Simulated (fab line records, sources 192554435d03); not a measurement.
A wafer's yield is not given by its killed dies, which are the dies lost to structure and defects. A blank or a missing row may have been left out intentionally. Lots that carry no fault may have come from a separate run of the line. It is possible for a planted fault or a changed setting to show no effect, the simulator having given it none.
fab line records ; flow n5Finfet
record lots=12; wafers=36; lastDay=17
route steps=1938 shown BEOL_M8@1332
lots with no fault: from the same line, run without faults
startH: hours from the record's first day to the start of the lot's first wafer shown ; waitH: time in hours since the lot's previous step ; " unchanged from the row above ; L1.1+2: several wafers, shown together as one row ; - no value, or no start given ; * or withheld: withheld ; < > ~ a bound
route shown NAME@n: a module of which the file shows steps, and the number in the route of the first ; usual: mean and standard deviation over wafers with no fault ; same: alike in all rows ; chamber/n: place in a boat ; sites: the reading at each site ; _std_site: the values' standard deviation ; _edge_site: outer sites' mean less inner sites' ; radiusMm: how far each site lies from the wafer's centre ; mask NAME#n: copy n ; behind: the tool/chamber that last shaped the wafer ; hold: cause of the lot's hold/its duration in hours/its outcome ; device: transistor that didn't switch, given as n, p or np ; end of line: the tests these same wafers got at the end of their route ; a step without rows: its recipe alone ; killed: not the wafer's yield, but the dies lost to structure and defects at the first sort ; map: per-die view of a wafer (x killed, . not killed, _ where there is no die)
set.NAME: the run value of the setting; set.NAME@STEP: its run value at that earlier step ; model.NAME: the simulator's own value behind a step, which no gauge read
route steps across a sampled set of lots; one table per step, one row per wafer
services: a tool's chamber out of use, with start hour (startH, from the record's first day; less than 0 if before it), hours out, and reason
## steps
# step N5_BEOL_M8_ILD_DEP_00
# recipe material=SiCOH_lowk; targetThkA=1797.5; tempC=300; precursor=DEMS/porogen; pressureTorr=5; rfW=500; timeS=33.4
# usual heaterPowerW=318/57; rfFwdPowerW=494.6/2.1; showerheadPlenumPTorr=5.744/0.019; throttleValvePct=13.8/0.92
lot.wafer;tool;chamber;startH;waitH;heaterPowerW;rfFwdPowerW;showerheadPlenumPTorr;throttleValvePct
L403.1;pecvd-02;2;215.01;0.0;239;492.0;5.750;12.9
L403.4;pecvd-02;2;215.01;0.0;238;490.2;5.752;12.7
L403.5;pecvd-02;0;215.01;0.0;410;494.8;5.719;15.5
L404.3;pecvd-03;2;216.16;0.0;376;494.9;5.741;13.1
L404.5;pecvd-03;1;216.16;0.0;275;495.7;5.744;13.6
L404.6;pecvd-03;0;216.16;0.0;333;497.1;5.758;13.1
L408.3;pecvd-04;2;233.25;0.0;283;496.5;5.755;13.2
L408.4;pecvd-04;0;233.25;0.0;348;496.6;5.753;14.0
L408.5;pecvd-04;2;233.25;0.0;282;495.6;5.735;13.1
L409.3;pecvd-03;1;243.09;0.0;320;496.1;5.747;13.6
L409.5;pecvd-03;2;243.09;0.0;369;495.1;5.742;13.3
L409.6;pecvd-03;1;243.09;0.0;320;495.7;5.748;13.6
L410.1;pecvd-02;1;245.55;0.0;299;495.5;5.720;14.6
L410.4;pecvd-02;2;245.55;0.0;242;493.3;5.754;12.9
L410.6;pecvd-02;0;245.55;0.0;419;493.0;5.713;15.2
L411.1;pecvd-02;1;253.22;0.0;274;493.1;5.738;14.6
L411.4;pecvd-02;1;253.22;0.0;274;490.7;5.719;14.9
L411.5;pecvd-02;0;253.22;0.0;399;493.5;5.696;15.3
L414.1;pecvd-02;0;275.44;0.0;375;491.7;5.697;15.4
L414.5;pecvd-02;1;275.44;0.0;297;491.4;5.721;14.8
L414.6;pecvd-02;0;275.44;0.0;393;494.5;5.708;15.4
L416.2;pecvd-03;0;281.30;0.0;333;497.2;5.756;13.1
L416.5;pecvd-03;2;281.30;0.0;390;492.9;5.743;13.3
L416.6;pecvd-03;0;281.30;0.0;339;495.6;5.763;13.1
L418.2;pecvd-03;0;296.11;0.0;259;495.4;5.755;13.0
L418.3;pecvd-03;2;296.11;0.0;363;495.0;5.749;13.3
L418.6;pecvd-03;0;296.11;0.0;267;495.0;5.773;13.6
L419.1;pecvd-02;1;296.41;0.0;298;494.6;5.730;15.2
L419.2;pecvd-02;2;296.41;0.0;236;489.6;5.762;12.7
L419.3;pecvd-02;0;296.41;0.0;386;493.5;5.696;15.2
L420.2;pecvd-04;0;314.04;0.0;304;495.4;5.761;13.6
L420.4;pecvd-04;1;314.04;0.0;368;494.1;5.743;12.8
L420.5;pecvd-04;2;314.04;0.0;272;493.7;5.757;13.2
L424.1;pecvd-03;1;337.84;0.0;270;497.1;5.751;13.6
L424.3;pecvd-03;2;337.84;0.0;336;497.2;5.754;13.2
L424.6;pecvd-03;0;337.84;0.0;291;495.8;5.755;13.1
# step N5_BEOL_M8_CURE_74
# recipe tempC=385; timeS=240; ambient=He/Ar; material=SiCOH_lowk
# usual lampPowerPct=52.31/0.053; wafer_temp_C_max=386.8/0.53
lot.wafer;tool;chamber;startH;waitH;lampPowerPct;wafer_temp_C_max
L403.1;uvCure-03;2;215.07;0.0;52.29;386.1
L403.4;uvCure-03;2;215.07;0.0;52.30;387.1
L403.5;uvCure-03;2;215.07;0.0;52.18;385.9
L404.3;uvCure-03;0;216.38;0.2;52.26;387.1
L404.5;uvCure-03;0;216.38;0.2;52.31;387.9
L404.6;uvCure-03;0;216.38;0.2;52.29;387.8
L408.3;uvCure-02;2;233.48;0.2;52.24;386.9
L408.4;uvCure-02;2;233.48;0.2;52.30;386.4
L408.5;uvCure-02;2;233.48;0.2;52.33;386.8
L409.3;uvCure-01;2;243.31;0.2;52.41;387.0
L409.5;uvCure-01;2;243.31;0.2;52.31;387.3
L409.6;uvCure-01;2;243.31;0.2;52.35;387.1
L410.1;uvCure-01;2;245.63;0.1;52.29;386.8
L410.4;uvCure-01;2;245.63;0.1;52.28;386.7
L410.6;uvCure-01;2;245.63;0.1;52.36;387.3
L411.1;uvCure-01;2;253.28;0.0;52.39;387.5
L411.4;uvCure-01;2;253.28;0.0;52.24;387.2
L411.5;uvCure-01;2;253.28;0.0;52.26;387.3
L414.1;uvCure-01;0;275.53;0.1;52.24;386.3
L414.5;uvCure-01;0;275.53;0.1;52.29;386.4
L414.6;uvCure-01;0;275.53;0.1;52.32;386.2
L416.2;uvCure-03;2;281.72;0.4;52.27;387.1
L416.5;uvCure-03;2;281.72;0.4;52.26;387.1
L416.6;uvCure-03;2;281.72;0.4;52.33;386.6
L418.2;uvCure-01;2;296.25;0.1;52.32;386.4
L418.3;uvCure-01;2;296.25;0.1;52.29;388.0
L418.6;uvCure-01;2;296.25;0.1;52.36;387.4
L419.1;uvCure-03;1;296.47;0.0;52.24;386.9
L419.2;uvCure-03;1;296.47;0.0;52.26;386.9
L419.3;uvCure-03;1;296.47;0.0;52.32;386.6
L420.2;uvCure-01;2;314.18;0.1;52.35;387.0
L420.4;uvCure-01;2;314.18;0.1;52.16;387.1
L420.5;uvCure-01;2;314.18;0.1;52.30;386.9
L424.1;uvCure-02;2;338.06;0.2;52.24;386.6
L424.3;uvCure-02;2;338.06;0.2;52.28;386.8
L424.6;uvCure-02;2;338.06;0.2;52.25;386.5
# step N5_BEOL_M8_HM_DEP_02
# recipe material=TiN; targetThkA=200; tempC=25; chamberPressurePa=0.49996
# usual throttleValvePct=30.3/1
lot.wafer;tool;chamber;startH;waitH;throttleValvePct
L403.1;pvdSputter-01;-;217.34;1.7;31.1
L403.4;pvdSputter-01;-;217.34;1.7;29.0
L403.5;pvdSputter-01;-;217.34;1.7;29.0
L404.3;pvdSputter-03;-;217.83;1.0;30.9
L404.5;pvdSputter-03;-;217.83;1.0;30.8
L404.6;pvdSputter-03;-;217.83;1.0;30.4
L408.3;pvdSputter-01;-;235.23;1.3;29.0
L408.4;pvdSputter-01;-;235.23;1.3;31.1
L408.5;pvdSputter-01;-;235.23;1.3;30.4
L409.3;pvdSputter-02;-;245.30;1.6;29.8
L409.5;pvdSputter-02;-;245.30;1.6;29.6
L409.6;pvdSputter-02;-;245.30;1.6;31.5
L410.1;pvdSputter-03;-;246.51;0.3;30.1
L410.4;pvdSputter-03;-;246.51;0.3;28.4
L410.6;pvdSputter-03;-;246.51;0.3;30.2
L411.1;pvdSputter-03;-;255.23;1.4;28.3
L411.4;pvdSputter-03;-;255.23;1.4;30.5
L411.5;pvdSputter-03;-;255.23;1.4;30.4
L414.1;pvdSputter-02;-;276.70;0.6;29.8
L414.5;pvdSputter-02;-;276.70;0.6;31.2
L414.6;pvdSputter-02;-;276.70;0.6;29.5
L416.2;pvdSputter-03;-;282.87;0.3;30.3
L416.5;pvdSputter-03;-;282.87;0.3;28.4
L416.6;pvdSputter-03;-;282.87;0.3;30.5
L418.2;pvdSputter-01;-;296.96;0.2;31.1
L418.3;pvdSputter-01;-;296.96;0.2;29.0
L418.6;pvdSputter-01;-;296.96;0.2;31.4
L419.1;pvdSputter-01;-;297.24;0.2;29.0
L419.2;pvdSputter-01;-;297.24;0.2;30.8
L419.3;pvdSputter-01;-;297.24;0.2;31.9
L420.2;pvdSputter-01;-;317.43;2.8;30.3
L420.4;pvdSputter-01;-;317.43;2.8;31.3
L420.5;pvdSputter-01;-;317.43;2.8;31.5
L424.1;pvdSputter-01;-;339.73;1.1;28.7
L424.3;pvdSputter-01;-;339.73;1.1;31.9
L424.6;pvdSputter-01;-;339.73;1.1;31.0
# step N5_BEOL_M8_COAT_22
# recipe resist=CAR-EUV; spinRpm=1500; resistThkNm=30
# usual spinSpeedRpm=1499.9/1.1
lot.wafer;tool;chamber;startH;waitH;spinSpeedRpm
L403.1;lithoTrack-03;0;218.32;-;1502.0
L403.4;lithoTrack-03;0;218.32;-;1499.7
L403.5;lithoTrack-03;0;218.32;-;1501.5
L404.3;lithoTrack-03;0;220.51;-;1500.8
L404.5;lithoTrack-03;0;220.51;-;1499.8
L404.6;lithoTrack-03;0;220.51;-;1499.5
L408.3;lithoTrack-03;0;237.86;-;1500.7
L408.4;lithoTrack-03;0;237.86;-;1499.0
L408.5;lithoTrack-03;0;237.86;-;1498.0
L410.1;lithoTrack-02;0;248.17;-;1499.1
L410.4;lithoTrack-02;0;248.17;-;1499.2
L410.6;lithoTrack-02;0;248.17;-;1499.2
L409.3;lithoTrack-05;0;248.24;-;1500.5
L409.5;lithoTrack-05;0;248.24;-;1499.7
L409.6;lithoTrack-05;0;248.24;-;1499.9
L411.1;lithoTrack-02;0;256.29;-;1500.9
L411.4;lithoTrack-02;0;256.29;-;1499.4
L411.5;lithoTrack-02;0;256.29;-;1498.8
L414.1;lithoTrack-02;0;277.92;-;1497.4
L414.5;lithoTrack-02;0;277.92;-;1498.5
L414.6;lithoTrack-02;0;277.92;-;1500.0
L416.2;lithoTrack-02;0;284.38;-;1237.5
L416.5;lithoTrack-02;0;284.38;-;1235.9
L416.6;lithoTrack-02;0;284.38;-;1239.1
L419.1;lithoTrack-02;0;299.63;-;1237.7
L419.2;lithoTrack-02;0;299.63;-;1236.0
L419.3;lithoTrack-02;0;299.63;-;1236.5
L418.2;lithoTrack-05;0;299.71;-;1498.5
L418.3;lithoTrack-05;0;299.71;-;1498.3
L418.6;lithoTrack-05;0;299.71;-;1498.1
L420.2;lithoTrack-05;0;319.38;-;1499.9
L420.4;lithoTrack-05;0;319.38;-;1498.6
L420.5;lithoTrack-05;0;319.38;-;1500.2
L424.1;lithoTrack-03;0;341.45;-;1501.0
L424.3;lithoTrack-03;0;341.45;-;1499.8
L424.6;lithoTrack-03;0;341.45;-;1500.1
## services
tool;chamber;startH;hours;kind
pecvd-03;0;199.89;3.5;repair
pecvd-04;2;202.38;-;clean
pecvd-04;2;202.38;-;consumableReplace:showerhead
pecvd-04;2;202.38;29.0;scheduledDown
pecvd-04;2;202.38;29.0;ventCycle
uvCure-01;-;208.68;7.5;pm
lithoTrack-02;-;226.17;-;consumableReplace:filter
uvCure-02;-;241.33;2.1;pm
uvCure-02;-;263.19;7.3;repair
pecvd-03;-;268.76;0.7;repair
pecvd-03;-;270.53;0.7;repair
pecvd-03;2;273.06;3.7;repair
pecvd-02;2;273.24;6.8;repair
uvCure-02;-;277.47;6.0;pm
pvdSputter-01;-;300.26;1.2;repair
pecvd-03;-;307.08;2.8;pm
pecvd-03;0;315.04;5.0;scheduledDown
uvCure-02;-;330.51;7.5;pm
pvdSputter-01;-;330.77;4.0;repair
uvCure-01;-;338.37;2.1;pm
## key
firstSign step=N5_BEOL_M8_COAT_22; reading=spinSpeedRpm; direction=down; sigmas=99+; usual=*; struck=*
effect none on later readings
metAt N5_BEOL_M8_COAT_22
struckLots L416,L419
rowsEnd L416.2,L416.5,L416.6,L419.1
notActingAt N5_BEOL_M8_ILD_DEP_00,N5_BEOL_M8_CURE_74,N5_BEOL_M8_HM_DEP_02
onsetBetween 277.92 284.38
fault kind=processParameterDrift; tool=lithoTrack-02; chamber=-; onsetH=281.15; steps=N5_BEOL_M8_COAT_22; channel=spinRpm; offset=*; shape=step; actsIn=*; stated=*
# rowsEnd: these wafers met a further fault down the route, and their rows from its step on are left out
